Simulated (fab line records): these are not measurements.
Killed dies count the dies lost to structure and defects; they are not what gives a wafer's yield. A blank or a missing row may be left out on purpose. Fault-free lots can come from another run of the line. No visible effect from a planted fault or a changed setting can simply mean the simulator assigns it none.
Which tool is to blame? / flow nand-harc / Sampling: 24 lots, 72 wafers, 6 of 1302 route steps

WHAT THE GAUGES SHOWED, per wafer
NHARC_P_ZERO_WELL_CD_MEAS_11: the cd target is 500 nm.
lot=L074; measured=day 1 21:14; on=cd-sem-01; cd-nm (nm)=501.3 500.1 497.2
lot=L075; measured=day 2 07:14; on=cd-sem-03; cd-nm (nm)=498.6 497.9 494.6
lot=L076; measured=day 2 17:16; on=cd-sem-03; cd-nm (nm)=500.0 499.8 498.7
lot=L077; measured=day 3 03:07; on=cd-sem-03; cd-nm (nm)=496.3 499.3 500.7
lot=L078; measured=day 3 13:17; on=cd-sem-01; cd-nm (nm)=499.8 500.0 498.4
lot=L079; measured=day 3 23:07; on=cd-sem-02; cd-nm (nm)=499.7 500.6 501.7
lot=L080; measured=day 4 09:07; on=cd-sem-02; cd-nm (nm)=503.2 499.9 499.6
lot=L081; measured=day 4 19:15; on=cd-sem-03; cd-nm (nm)=499.6 498.1 499.6
lot=L082; measured=day 5 05:16; on=cd-sem-01; cd-nm (nm)=499.6 497.0 498.2
lot=L083; measured=day 5 15:23; on=cd-sem-02; cd-nm (nm)=498.0 499.9 497.1
lot=L084; measured=day 6 01:07; on=cd-sem-02; cd-nm (nm)=498.8 498.4 498.1
lot=L085; measured=day 6 11:16; on=cd-sem-02; cd-nm (nm)=500.3 497.7 500.2
lot=L086; measured=day 6 21:14; on=cd-sem-02; cd-nm (nm)=495.7 499.0 500.4
lot=L087; measured=day 7 07:15; on=cd-sem-03; cd-nm (nm)=496.9 501.6 499.3
lot=L088; measured=day 7 17:14; on=cd-sem-01; cd-nm (nm)=496.1 499.0 497.9
lot=L089; measured=day 8 03:15; on=cd-sem-02; cd-nm (nm)=500.5 502.7 497.9
lot=L090; measured=day 8 13:14; on=cd-sem-03; cd-nm (nm)=498.8 499.9 499.1
lot=L091; measured=day 8 23:14; on=cd-sem-02; cd-nm (nm)=504.6 500.7 501.8
lot=L092; measured=day 9 09:07; on=cd-sem-02; cd-nm (nm)=500.7 499.8 501.0
lot=L093; measured=day 9 19:14; on=cd-sem-02; cd-nm (nm)=498.9 496.0 499.6
lot=L094; measured=day 10 05:07; on=cd-sem-01; cd-nm (nm)=498.1 497.9 498.0
lot=L095; measured=day 10 15:14; on=cd-sem-01; cd-nm (nm)=498.0 498.0 498.8
lot=L096; measured=day 11 01:08; on=cd-sem-02; cd-nm (nm)=497.0 495.0 496.7
lot=L097; measured=day 11 11:16; on=cd-sem-01; cd-nm (nm)=500.8 498.3 502.5

NHARC_P_M1_CD_MEAS_09: the cd target is 130 nm.
lot=L074; measured=day 6 06:35; on=cd-sem-01; cd-nm (nm)=129.5 129.3 129.2
lot=L075; measured=day 7 00:09; on=cd-sem-02; cd-nm (nm)=129.6 129.8 130.3
lot=L076; measured=day 7 09:56; on=cd-sem-03; cd-nm (nm)=129.7 129.5 129.3
lot=L077; measured=day 7 12:31; on=cd-sem-01; cd-nm (nm)=130.7 130.8 132.3
lot=L078; measured=day 7 19:02; on=cd-sem-03; cd-nm (nm)=130.7 130.0 131.1
lot=L079; measured=day 8 09:16; on=cd-sem-02; cd-nm (nm)=130.2 129.7 129.9
lot=L080; measured=day 8 19:49; on=cd-sem-03; cd-nm (nm)=130.0 129.4 130.3
lot=L081; measured=day 9 01:29; on=cd-sem-03; cd-nm (nm)=129.9 130.4 129.8
lot=L082; measured=day 9 12:14; on=cd-sem-03; cd-nm (nm)=130.4 130.8 130.1
lot=L083; measured=day 10 01:46; on=cd-sem-03; cd-nm (nm)=129.2 129.7 129.5
lot=L084; measured=day 10 06:18; on=cd-sem-03; cd-nm (nm)=131.0 130.9 130.1
lot=L085; measured=day 10 18:29; on=cd-sem-03; cd-nm (nm)=130.0 129.4 130.3
lot=L086; measured=day 11 03:47; on=cd-sem-01; cd-nm (nm)=130.2 128.7 129.5
lot=L087; measured=day 11 14:49; on=cd-sem-02; cd-nm (nm)=128.9 129.6 129.0
lot=L088; measured=day 12 11:56; on=cd-sem-02; cd-nm (nm)=130.0 129.9 129.2
lot=L089; measured=day 12 11:54; on=cd-sem-03; cd-nm (nm)=129.3 129.1 129.8
lot=L090; measured=day 13 08:26; on=cd-sem-02; cd-nm (nm)=130.6 130.0 131.2
lot=L091; measured=day 13 12:05; on=cd-sem-03; cd-nm (nm)=130.4 129.7 130.9
lot=L092; measured=day 13 21:19; on=cd-sem-02; cd-nm (nm)=131.2 130.1 130.1
lot=L093; measured=day 14 15:05; on=cd-sem-03; cd-nm (nm)=129.3 130.7 131.7
lot=L094; measured=day 14 14:15; on=cd-sem-02; cd-nm (nm)=128.6 129.0 128.9
lot=L095; measured=day 15 10:34; on=cd-sem-01; cd-nm (nm)=128.9 129.8 130.8
lot=L096; measured=day 15 16:56; on=cd-sem-01; cd-nm (nm)=130.5 130.0 129.2
lot=L097; measured=day 16 05:22; on=cd-sem-03; cd-nm (nm)=130.2 130.2 130.7

TOOL THAT RAN EACH LOT (tool first, then ch and the chambers of the sampled wafers, then the start)
lot=L074; NHARC_P_GATE_HM_OPEN_105=rie-diel-07 ch 0,1,3, day 5 14:17 or earlier; NHARC_P_GATE_STRIP_111=plasma-asher-01 ch 0,1, day 5 14:17; NHARC_P_GATE_STRIP_113=plasma-asher-01 ch 0,1, day 5 17:50; NHARC_P_CONTACT_DEGAS_38=pvd-sputter-01, day 5 23:37
lot=L075; NHARC_P_GATE_HM_OPEN_105=rie-diel-07 ch 0,3, day 6 08:11 or earlier; NHARC_P_GATE_STRIP_111=plasma-asher-02 ch 0,1, day 6 08:11; NHARC_P_GATE_STRIP_113=plasma-asher-02 ch 0,1, day 6 11:51; NHARC_P_CONTACT_DEGAS_38=pvd-sputter-03, day 6 17:47
lot=L076; NHARC_P_GATE_HM_OPEN_105=rie-diel-08 ch 2,3, day 6 18:13 or earlier; NHARC_P_GATE_STRIP_111=plasma-asher-01 ch 0,1, day 6 18:13; NHARC_P_GATE_STRIP_113=plasma-asher-01 ch 0,1, day 6 21:46; NHARC_P_CONTACT_DEGAS_38=pvd-sputter-01, day 7 03:34
lot=L077; NHARC_P_GATE_HM_OPEN_105=rie-diel-05 ch 0,1,2, day 6 20:46 or earlier; NHARC_P_GATE_STRIP_111=plasma-asher-02 ch 0,1, day 6 20:46; NHARC_P_GATE_STRIP_113=plasma-asher-02 ch 0,1, day 7 00:17; NHARC_P_CONTACT_DEGAS_38=pvd-sputter-03, day 7 06:13
lot=L078; NHARC_P_GATE_HM_OPEN_105=rie-diel-08 ch 2,3, day 7 02:46 or earlier; NHARC_P_GATE_STRIP_111=plasma-asher-02 ch 0,1, day 7 02:46; NHARC_P_GATE_STRIP_113=plasma-asher-02 ch 0,1, day 7 06:19; NHARC_P_CONTACT_DEGAS_38=pvd-sputter-01, day 7 11:55
lot=L079; NHARC_P_GATE_HM_OPEN_105=rie-diel-07 ch 1,3, day 7 17:29 or earlier; NHARC_P_GATE_STRIP_111=plasma-asher-02 ch 0,1, day 7 17:29; NHARC_P_GATE_STRIP_113=plasma-asher-02 ch 0,1, day 7 20:48; NHARC_P_CONTACT_DEGAS_38=pvd-sputter-02, day 8 02:55
lot=L080; NHARC_P_GATE_HM_OPEN_105=rie-diel-07 ch 0,2, day 8 04:18 or earlier; NHARC_P_GATE_STRIP_111=plasma-asher-02 ch 0,1, day 8 04:18; NHARC_P_GATE_STRIP_113=plasma-asher-02 ch 0,1, day 8 07:43; NHARC_P_CONTACT_DEGAS_38=pvd-sputter-03, day 8 13:35
lot=L081; NHARC_P_GATE_HM_OPEN_105=rie-diel-05 ch 1,2, day 8 09:22 or earlier; NHARC_P_GATE_STRIP_111=plasma-asher-01 ch 0,1, day 8 09:22; NHARC_P_GATE_STRIP_113=plasma-asher-01 ch 0,1, day 8 12:58; NHARC_P_CONTACT_DEGAS_38=pvd-sputter-01, day 8 18:43
lot=L082; NHARC_P_GATE_HM_OPEN_105=rie-diel-08 ch 0,1, day 8 20:55 or earlier; NHARC_P_GATE_STRIP_111=plasma-asher-02 ch 0,1, day 8 20:55; NHARC_P_GATE_STRIP_113=plasma-asher-01 ch 0,1, day 9 00:13; NHARC_P_CONTACT_DEGAS_38=pvd-sputter-01, day 9 05:47
lot=L083; NHARC_P_GATE_HM_OPEN_105=rie-diel-08 ch 0,1, day 9 10:11 or earlier; NHARC_P_GATE_STRIP_111=plasma-asher-02 ch 0,1, day 9 10:11; NHARC_P_GATE_STRIP_113=plasma-asher-01 ch 0,1, day 9 13:37; NHARC_P_CONTACT_DEGAS_38=pvd-sputter-03, day 9 19:18
lot=L084; NHARC_P_GATE_HM_OPEN_105=rie-diel-07 ch 0,1, day 9 14:35 or earlier; NHARC_P_GATE_STRIP_111=plasma-asher-02 ch 0,1, day 9 14:35; NHARC_P_GATE_STRIP_113=plasma-asher-02 ch 0,1, day 9 17:57; NHARC_P_CONTACT_DEGAS_38=pvd-sputter-03, day 9 23:38
lot=L085; NHARC_P_GATE_HM_OPEN_105=rie-diel-05 ch 0,1,3, day 10 02:38 or earlier; NHARC_P_GATE_STRIP_111=plasma-asher-01 ch 0,1, day 10 02:38; NHARC_P_GATE_STRIP_113=plasma-asher-01 ch 0,1, day 10 06:06; NHARC_P_CONTACT_DEGAS_38=pvd-sputter-03, day 10 12:01
lot=L086; NHARC_P_GATE_HM_OPEN_105=rie-diel-07 ch 0,1,3, day 10 11:58 or earlier; NHARC_P_GATE_STRIP_111=plasma-asher-02 ch 0,1, day 10 11:58; NHARC_P_GATE_STRIP_113=plasma-asher-01 ch 0,1, day 10 15:31; NHARC_P_CONTACT_DEGAS_38=pvd-sputter-01, day 10 21:19
lot=L087; NHARC_P_GATE_HM_OPEN_105=rie-diel-08 ch 0,2,3, day 10 23:05 or earlier; NHARC_P_GATE_STRIP_111=plasma-asher-02 ch 0,1, day 10 23:05; NHARC_P_GATE_STRIP_113=plasma-asher-01 ch 0,1, day 11 02:41; NHARC_P_CONTACT_DEGAS_38=pvd-sputter-03, day 11 08:36
lot=L088; NHARC_P_GATE_HM_OPEN_105=rie-diel-05 ch 0,1,2, day 11 19:25 or earlier; NHARC_P_GATE_STRIP_111=plasma-asher-02 ch 0,1, day 11 19:25; NHARC_P_GATE_STRIP_113=plasma-asher-02 ch 0,1, day 11 22:53; NHARC_P_CONTACT_DEGAS_38=pvd-sputter-02, day 12 04:58
lot=L089; NHARC_P_GATE_HM_OPEN_105=rie-diel-05 ch 0,1, day 11 18:37 or earlier; NHARC_P_GATE_STRIP_111=plasma-asher-01 ch 0,1, day 11 18:37; NHARC_P_GATE_STRIP_113=plasma-asher-02 ch 0,1, day 11 22:05; NHARC_P_CONTACT_DEGAS_38=pvd-sputter-01, day 12 04:11
lot=L090; NHARC_P_GATE_HM_OPEN_105=rie-diel-05 ch 1,3, day 12 16:31 or earlier; NHARC_P_GATE_STRIP_111=plasma-asher-01 ch 0,1, day 12 16:31; NHARC_P_GATE_STRIP_113=plasma-asher-02 ch 0,1, day 12 19:49; NHARC_P_CONTACT_DEGAS_38=pvd-sputter-01, day 13 01:52
lot=L091; NHARC_P_GATE_HM_OPEN_105=rie-diel-05 ch 0,1,3, day 12 20:20 or earlier; NHARC_P_GATE_STRIP_111=plasma-asher-01 ch 0,1, day 12 20:20; NHARC_P_GATE_STRIP_113=plasma-asher-01 ch 0,1, day 12 23:32; NHARC_P_CONTACT_DEGAS_38=pvd-sputter-02, day 13 05:38
lot=L092; NHARC_P_GATE_HM_OPEN_105=rie-diel-07 ch 0,2,3, day 13 04:24 or earlier; NHARC_P_GATE_STRIP_111=plasma-asher-01 ch 0,1, day 13 04:24; NHARC_P_GATE_STRIP_113=plasma-asher-01 ch 0,1, day 13 08:50; NHARC_P_CONTACT_DEGAS_38=pvd-sputter-02, day 13 14:47
lot=L093; NHARC_P_GATE_HM_OPEN_105=rie-diel-05 ch 0,1,2, day 13 23:10 or earlier; NHARC_P_GATE_STRIP_111=plasma-asher-01 ch 0,1, day 13 23:10; NHARC_P_GATE_STRIP_113=plasma-asher-01 ch 0,1, day 14 02:34; NHARC_P_CONTACT_DEGAS_38=pvd-sputter-03, day 14 08:30
lot=L094; NHARC_P_GATE_HM_OPEN_105=rie-diel-05 ch 0,2,3, day 13 22:08 or earlier; NHARC_P_GATE_STRIP_111=plasma-asher-01 ch 0,1, day 13 22:08; NHARC_P_GATE_STRIP_113=plasma-asher-01 ch 0,1, day 14 01:47; NHARC_P_CONTACT_DEGAS_38=pvd-sputter-03, day 14 07:37
lot=L095; NHARC_P_GATE_HM_OPEN_105=rie-diel-07 ch 1,2,3, day 14 19:21 or earlier; NHARC_P_GATE_STRIP_111=plasma-asher-01 ch 0, day 14 19:21; NHARC_P_GATE_STRIP_113=plasma-asher-02 ch 0,1, day 14 22:40; NHARC_P_CONTACT_DEGAS_38=pvd-sputter-01, day 15 04:22
lot=L096; NHARC_P_GATE_HM_OPEN_105=rie-diel-05 ch 0,3, day 15 00:12 or earlier; NHARC_P_GATE_STRIP_111=plasma-asher-01 ch 0, day 15 00:12; NHARC_P_GATE_STRIP_113=plasma-asher-01 ch 0,1, day 15 03:38; NHARC_P_CONTACT_DEGAS_38=pvd-sputter-03, day 15 09:33
lot=L097; NHARC_P_GATE_HM_OPEN_105=rie-diel-08 ch 0,1, day 15 13:35 or earlier; NHARC_P_GATE_STRIP_111=plasma-asher-02 ch 0,1, day 15 13:35; NHARC_P_GATE_STRIP_113=plasma-asher-01 ch 0,1, day 15 17:06; NHARC_P_CONTACT_DEGAS_38=pvd-sputter-01, day 15 22:55
- NHARC_P_GATE_HM_OPEN_105: chemistry O2/COS, target depth 360 nm.
- NHARC_P_GATE_STRIP_111: strips in N2/H2, time 250 s.
- NHARC_P_GATE_STRIP_113: strips in N2/H2, time 740 s.
- NHARC_P_CONTACT_DEGAS_38: time 60 s.

WHAT THE TOOLS THEMSELVES READ (means of the sampled wafers that have a number; where no wafer has one, the mark that the record gives instead)
NHARC_P_GATE_HM_OPEN_105.
lot=L074; tool=rie-diel-07; drypump-motor-current-A (A)=5.3; oes-product-au (a.u.)=0.998; rf-vpp-V (V)=467; showerhead-plenum-p-Torr (Torr)=3.10; throttle-valve-pct (%)=28.329
lot=L075; tool=rie-diel-07; drypump-motor-current-A (A)=5.3; oes-product-au (a.u.)=0.994; rf-vpp-V (V)=469; showerhead-plenum-p-Torr (Torr)=3.22; throttle-valve-pct (%)=28.330
lot=L076; tool=rie-diel-08; drypump-motor-current-A (A)=5.0; oes-product-au (a.u.)=0.996; rf-vpp-V (V)=469; showerhead-plenum-p-Torr (Torr)=3.21; throttle-valve-pct (%)=28.325
lot=L077; tool=rie-diel-05; drypump-motor-current-A (A)=5.8; oes-product-au (a.u.)=0.996; rf-vpp-V (V)=465; showerhead-plenum-p-Torr (Torr)=3.04; throttle-valve-pct (%)=28.327
lot=L078; tool=rie-diel-08; drypump-motor-current-A (A)=5.1; oes-product-au (a.u.)=0.990; rf-vpp-V (V)=469; showerhead-plenum-p-Torr (Torr)=3.21; throttle-valve-pct (%)=28.333
lot=L079; tool=rie-diel-07; drypump-motor-current-A (A)=5.2; oes-product-au (a.u.)=1.005; rf-vpp-V (V)=467; showerhead-plenum-p-Torr (Torr)=3.11; throttle-valve-pct (%)=28.331
lot=L080; tool=rie-diel-07; drypump-motor-current-A (A)=5.6; oes-product-au (a.u.)=0.989; rf-vpp-V (V)=467; showerhead-plenum-p-Torr (Torr)=3.08; throttle-valve-pct (%)=28.331
lot=L081; tool=rie-diel-05; drypump-motor-current-A (A)=5.7; oes-product-au (a.u.)=0.989; rf-vpp-V (V)=465; showerhead-plenum-p-Torr (Torr)=3.00; throttle-valve-pct (%)=28.330
lot=L082; tool=rie-diel-08; drypump-motor-current-A (A)=5.6; oes-product-au (a.u.)=1.018; rf-vpp-V (V)=464; showerhead-plenum-p-Torr (Torr)=2.94; throttle-valve-pct (%)=28.327
lot=L083; tool=rie-diel-08; drypump-motor-current-A (A)=5.6; oes-product-au (a.u.)=1.022; rf-vpp-V (V)=463; showerhead-plenum-p-Torr (Torr)=2.94; throttle-valve-pct (%)=28.323
lot=L084; tool=rie-diel-07; drypump-motor-current-A (A)=5.3; oes-product-au (a.u.)=0.994; rf-vpp-V (V)=464; showerhead-plenum-p-Torr (Torr)=2.97; throttle-valve-pct (%)=28.329
lot=L085; tool=rie-diel-05; drypump-motor-current-A (A)=5.3; oes-product-au (a.u.)=1.005; rf-vpp-V (V)=467; showerhead-plenum-p-Torr (Torr)=3.08; throttle-valve-pct (%)=28.329
lot=L086; tool=rie-diel-07; drypump-motor-current-A (A)=5.3; oes-product-au (a.u.)=0.998; rf-vpp-V (V)=466; showerhead-plenum-p-Torr (Torr)=3.10; throttle-valve-pct (%)=28.337
lot=L087; tool=rie-diel-08; drypump-motor-current-A (A)=5.4; oes-product-au (a.u.)=1.006; rf-vpp-V (V)=467; showerhead-plenum-p-Torr (Torr)=3.12; throttle-valve-pct (%)=28.328
lot=L088; tool=rie-diel-05; drypump-motor-current-A (A)=5.7; oes-product-au (a.u.)=0.989; rf-vpp-V (V)=465; showerhead-plenum-p-Torr (Torr)=3.03; throttle-valve-pct (%)=28.334
lot=L089; tool=rie-diel-05; drypump-motor-current-A (A)=5.4; oes-product-au (a.u.)=0.987; rf-vpp-V (V)=464; showerhead-plenum-p-Torr (Torr)=2.96; throttle-valve-pct (%)=28.330
lot=L090; tool=rie-diel-05; drypump-motor-current-A (A)=5.1; oes-product-au (a.u.)=1.000; rf-vpp-V (V)=468; showerhead-plenum-p-Torr (Torr)=3.17; throttle-valve-pct (%)=28.327
lot=L091; tool=rie-diel-05; drypump-motor-current-A (A)=5.3; oes-product-au (a.u.)=0.994; rf-vpp-V (V)=467; showerhead-plenum-p-Torr (Torr)=3.08; throttle-valve-pct (%)=28.340
lot=L092; tool=rie-diel-07; drypump-motor-current-A (A)=5.6; oes-product-au (a.u.)=0.997; rf-vpp-V (V)=470; showerhead-plenum-p-Torr (Torr)=3.20; throttle-valve-pct (%)=28.336
lot=L093; tool=rie-diel-05; drypump-motor-current-A (A)=5.7; oes-product-au (a.u.)=0.991; rf-vpp-V (V)=465; showerhead-plenum-p-Torr (Torr)=3.03; throttle-valve-pct (%)=28.331
lot=L094; tool=rie-diel-05; drypump-motor-current-A (A)=5.6; oes-product-au (a.u.)=0.993; rf-vpp-V (V)=468; showerhead-plenum-p-Torr (Torr)=3.16; throttle-valve-pct (%)=28.338
lot=L095; tool=rie-diel-07; drypump-motor-current-A (A)=5.4; oes-product-au (a.u.)=1.006; rf-vpp-V (V)=469; showerhead-plenum-p-Torr (Torr)=3.20; throttle-valve-pct (%)=28.331
lot=L096; tool=rie-diel-05; drypump-motor-current-A (A)=5.4; oes-product-au (a.u.)=0.978; rf-vpp-V (V)=467; showerhead-plenum-p-Torr (Torr)=3.12; throttle-valve-pct (%)=28.334
lot=L097; tool=rie-diel-08; drypump-motor-current-A (A)=5.6; oes-product-au (a.u.)=1.012; rf-vpp-V (V)=463; showerhead-plenum-p-Torr (Torr)=2.93; throttle-valve-pct (%)=28.327

NHARC_P_GATE_STRIP_111.
lot=L074; tool=plasma-asher-01; drypump-motor-current-A (A)=6.2; heater-power-w (W)=91
lot=L075; tool=plasma-asher-02; drypump-motor-current-A (A)=5.0; heater-power-w (W)=75
lot=L076; tool=plasma-asher-01; drypump-motor-current-A (A)=6.2; heater-power-w (W)=91
lot=L077; tool=plasma-asher-02; drypump-motor-current-A (A)=5.3; heater-power-w (W)=74
lot=L078; tool=plasma-asher-02; drypump-motor-current-A (A)=5.3; heater-power-w (W)=75
lot=L079; tool=plasma-asher-02; drypump-motor-current-A (A)=5.0; heater-power-w (W)=75
lot=L080; tool=plasma-asher-02; drypump-motor-current-A (A)=5.3; heater-power-w (W)=74
lot=L081; tool=plasma-asher-01; drypump-motor-current-A (A)=6.2; heater-power-w (W)=93
lot=L082; tool=plasma-asher-02; drypump-motor-current-A (A)=5.3; heater-power-w (W)=74
lot=L083; tool=plasma-asher-02; drypump-motor-current-A (A)=5.3; heater-power-w (W)=75
lot=L084; tool=plasma-asher-02; drypump-motor-current-A (A)=5.0; heater-power-w (W)=74
lot=L085; tool=plasma-asher-01; drypump-motor-current-A (A)=6.2; heater-power-w (W)=92
lot=L086; tool=plasma-asher-02; drypump-motor-current-A (A)=5.0; heater-power-w (W)=75
lot=L087; tool=plasma-asher-02; drypump-motor-current-A (A)=5.0; heater-power-w (W)=75
lot=L088; tool=plasma-asher-02; drypump-motor-current-A (A)=5.3; heater-power-w (W)=75
lot=L089; tool=plasma-asher-01; drypump-motor-current-A (A)=6.3; heater-power-w (W)=93
lot=L090; tool=plasma-asher-01; drypump-motor-current-A (A)=6.2; heater-power-w (W)=92
lot=L091; tool=plasma-asher-01; drypump-motor-current-A (A)=6.2; heater-power-w (W)=91
lot=L092; tool=plasma-asher-01; drypump-motor-current-A (A)=6.3; heater-power-w (W)=91
lot=L093; tool=plasma-asher-01; drypump-motor-current-A (A)=6.2; heater-power-w (W)=91
lot=L094; tool=plasma-asher-01; drypump-motor-current-A (A)=6.3; heater-power-w (W)=91
lot=L095; tool=plasma-asher-01; drypump-motor-current-A (A)=6.3; heater-power-w (W)=92
lot=L096; tool=plasma-asher-01; drypump-motor-current-A (A)=6.3; heater-power-w (W)=91
lot=L097; tool=plasma-asher-02; drypump-motor-current-A (A)=5.0; heater-power-w (W)=75

NHARC_P_GATE_STRIP_113.
lot=L074; tool=plasma-asher-01; drypump-motor-current-A (A)=6.2; heater-power-w (W)=91
lot=L075; tool=plasma-asher-02; drypump-motor-current-A (A)=5.3; heater-power-w (W)=75
lot=L076; tool=plasma-asher-01; drypump-motor-current-A (A)=6.2; heater-power-w (W)=91
lot=L077; tool=plasma-asher-02; drypump-motor-current-A (A)=5.3; heater-power-w (W)=75
lot=L078; tool=plasma-asher-02; drypump-motor-current-A (A)=5.3; heater-power-w (W)=75
lot=L079; tool=plasma-asher-02; drypump-motor-current-A (A)=5.3; heater-power-w (W)=75
lot=L080; tool=plasma-asher-02; drypump-motor-current-A (A)=5.0; heater-power-w (W)=75
lot=L081; tool=plasma-asher-01; drypump-motor-current-A (A)=6.2; heater-power-w (W)=92
lot=L082; tool=plasma-asher-01; drypump-motor-current-A (A)=6.2; heater-power-w (W)=91
lot=L083; tool=plasma-asher-01; drypump-motor-current-A (A)=6.3; heater-power-w (W)=91
lot=L084; tool=plasma-asher-02; drypump-motor-current-A (A)=5.0; heater-power-w (W)=75
lot=L085; tool=plasma-asher-01; drypump-motor-current-A (A)=6.2; heater-power-w (W)=92
lot=L086; tool=plasma-asher-01; drypump-motor-current-A (A)=6.2; heater-power-w (W)=91
lot=L087; tool=plasma-asher-01; drypump-motor-current-A (A)=6.3; heater-power-w (W)=92
lot=L088; tool=plasma-asher-02; drypump-motor-current-A (A)=5.3; heater-power-w (W)=74
lot=L089; tool=plasma-asher-02; drypump-motor-current-A (A)=5.0; heater-power-w (W)=74
lot=L090; tool=plasma-asher-02; drypump-motor-current-A (A)=5.3; heater-power-w (W)=75
lot=L091; tool=plasma-asher-01; drypump-motor-current-A (A)=6.3; heater-power-w (W)=92
lot=L092; tool=plasma-asher-01; drypump-motor-current-A (A)=6.2; heater-power-w (W)=91
lot=L093; tool=plasma-asher-01; drypump-motor-current-A (A)=6.2; heater-power-w (W)=92
lot=L094; tool=plasma-asher-01; drypump-motor-current-A (A)=6.2; heater-power-w (W)=92
lot=L095; tool=plasma-asher-02; drypump-motor-current-A (A)=5.0; heater-power-w (W)=76
lot=L096; tool=plasma-asher-01; drypump-motor-current-A (A)=6.2; heater-power-w (W)=92
lot=L097; tool=plasma-asher-01; drypump-motor-current-A (A)=6.2; heater-power-w (W)=96

NHARC_P_CONTACT_DEGAS_38.
lot=L074; tool=pvd-sputter-01; heater-power-w (W)=436
lot=L075; tool=pvd-sputter-03; heater-power-w (W)=450
lot=L076; tool=pvd-sputter-01; heater-power-w (W)=430
lot=L077; tool=pvd-sputter-03; heater-power-w (W)=449
lot=L078; tool=pvd-sputter-01; heater-power-w (W)=442
lot=L079; tool=pvd-sputter-02; heater-power-w (W)=442
lot=L080; tool=pvd-sputter-03; heater-power-w (W)=450
lot=L081; tool=pvd-sputter-01; heater-power-w (W)=399
lot=L082; tool=pvd-sputter-01; heater-power-w (W)=414
lot=L083; tool=pvd-sputter-03; heater-power-w (W)=443
lot=L084; tool=pvd-sputter-03; heater-power-w (W)=427
lot=L085; tool=pvd-sputter-03; heater-power-w (W)=465
lot=L086; tool=pvd-sputter-01; heater-power-w (W)=408
lot=L087; tool=pvd-sputter-03; heater-power-w (W)=458
lot=L088; tool=pvd-sputter-02; heater-power-w (W)=447
lot=L089; tool=pvd-sputter-01; heater-power-w (W)=451
lot=L090; tool=pvd-sputter-01; heater-power-w (W)=435
lot=L091; tool=pvd-sputter-02; heater-power-w (W)=452
lot=L092; tool=pvd-sputter-02; heater-power-w (W)=445
lot=L093; tool=pvd-sputter-03; heater-power-w (W)=455
lot=L094; tool=pvd-sputter-03; heater-power-w (W)=451
lot=L095; tool=pvd-sputter-01; heater-power-w (W)=468
lot=L096; tool=pvd-sputter-03; heater-power-w (W)=433
lot=L097; tool=pvd-sputter-01; heater-power-w (W)=410

THE ANSWER, worked out from the rows above alone
Rule: the usual values come from the lots themselves. The widest of any qualifying gaps counts: lots, ordered by their means at a reading, are off when they make up no more than a third of the lots, leave a main group of 4 or more, and stand apart from it by 3 or more times the standard deviation of that group's means. A main group is skipped when, at the precision printed for the reading in the tables above, its means are all equal. A lot without any number at a reading at which 4 lots or more have one is off too. Where the step has rows for the other lots, those lots are counted as sound. First the gauges in route order, then the tools' own readings, where a lot's mean is used as printed above. The first step at which some lot is off is used, and at that step the reading that is off furthest; a lot without a number counts as furthest.
No lot is off on any of the readings shown, so nothing can be concluded from this.

WHAT THE SIMULATOR HAD INSERTED
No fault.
